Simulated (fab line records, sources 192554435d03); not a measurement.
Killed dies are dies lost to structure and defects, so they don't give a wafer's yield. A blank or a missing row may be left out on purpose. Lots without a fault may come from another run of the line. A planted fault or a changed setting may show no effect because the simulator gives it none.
Chamber matching | flow n5_finfet | N5_HKMG_FIN_ETCH_58 on rie_diel-05: 4 sister chambers
The step etches SOC in N2/H2, target depth 215.8 nm, time 741 s. 16 wafers are shown with their chamber, then 8 later ones without.

WAFERS WITH THEIR CHAMBER
wafer  | chamber | showerhead_plenum_p_Torr (Torr) | oes_product_au (a.u.) | rf_fwd_power_W (W)
L075.2 | 2       | 2.48                            | 0.88                  | 874.1
L075.5 | 2       | 2.48                            | 0.89                  | 873.1
L075.6 | 3       | 2.62                            | 0.72                  | 877.4
L079.1 | 2       | 2.48                            | 0.88                  | 876.0
L079.3 | 0       | 2.43                            | 0.82                  | 876.0
L079.4 | 3       | 2.61                            | 0.71                  | 875.2
L081.2 | 1       | 2.54                            | 0.68                  | 869.1
L081.3 | 3       | 2.61                            | 0.72                  | 873.4
L081.5 | 3       | 2.61                            | 0.72                  | 875.5
L082.2 | 0       | 2.43                            | 0.81                  | 880.0
L082.3 | 1       | 2.54                            | 0.69                  | 873.9
L082.6 | 0       | 2.43                            | 0.81                  | 878.1
L084.1 | 3       | 2.61                            | 0.70                  | 874.3
L084.4 | 1       | 2.54                            | 0.69                  | 871.8
L084.6 | 2       | 2.48                            | 0.86                  | 870.4
L088.1 | 1       | 2.54                            | 0.69                  | 870.9

SIGNATURES (means of the wafers above)
reading                  | chamber 0 | chamber 1 | chamber 2 | chamber 3 | scatter within a chamber
showerhead_plenum_p_Torr | 2.4300    | 2.5400    | 2.4800    | 2.6120    | 0.00258
oes_product_au           | 0.8133    | 0.6875    | 0.8775    | 0.7140    | 0.00883
rf_fwd_power_W           | 878.033   | 871.425   | 873.400   | 875.160   | 1.94
Rule: a wafer's distance from a chamber is the root of the sum, over the readings, of the square of ((its reading less the chamber's mean) divided by the reading's scatter). The wafer belongs to the nearest chamber; if the next one is less than 2 further off, it can't be placed. The scatter: the root of (the sum of the squares of (reading less its chamber's mean) over the shown wafers, divided by (wafers less chambers)).

WAFERS WITHOUT THEIR CHAMBER
wafer  | showerhead_plenum_p_Torr (Torr) | oes_product_au (a.u.) | rf_fwd_power_W (W)
L088.3 | 2.47                            | 0.85                  | 871.4
L088.5 | 2.43                            | 0.80                  | 874.2
L090.1 | 2.47                            | 0.84                  | 876.5
L090.2 | 2.42                            | 0.79                  | 877.6
L090.6 | 2.61                            | 0.70                  | 870.8
L095.1 | 2.60                            | 0.69                  | 872.0
L095.2 | 2.53                            | 0.67                  | 872.0
L095.4 | 2.42                            | 0.79                  | 874.2

WHICH CHAMBER EACH WENT THROUGH
wafer  | from the rows above | in truth
L088.3 | 2                   | 2
L088.5 | 0                   | 0
L090.1 | 2                   | 2
L090.2 | 0                   | 0
L090.6 | 3                   | 3
L095.1 | 3                   | 3
L095.2 | 1                   | 1
L095.4 | 0                   | 0
Placed correctly: 8 of 8. Can't be placed from these rows: 0. Placed wrongly: 0.
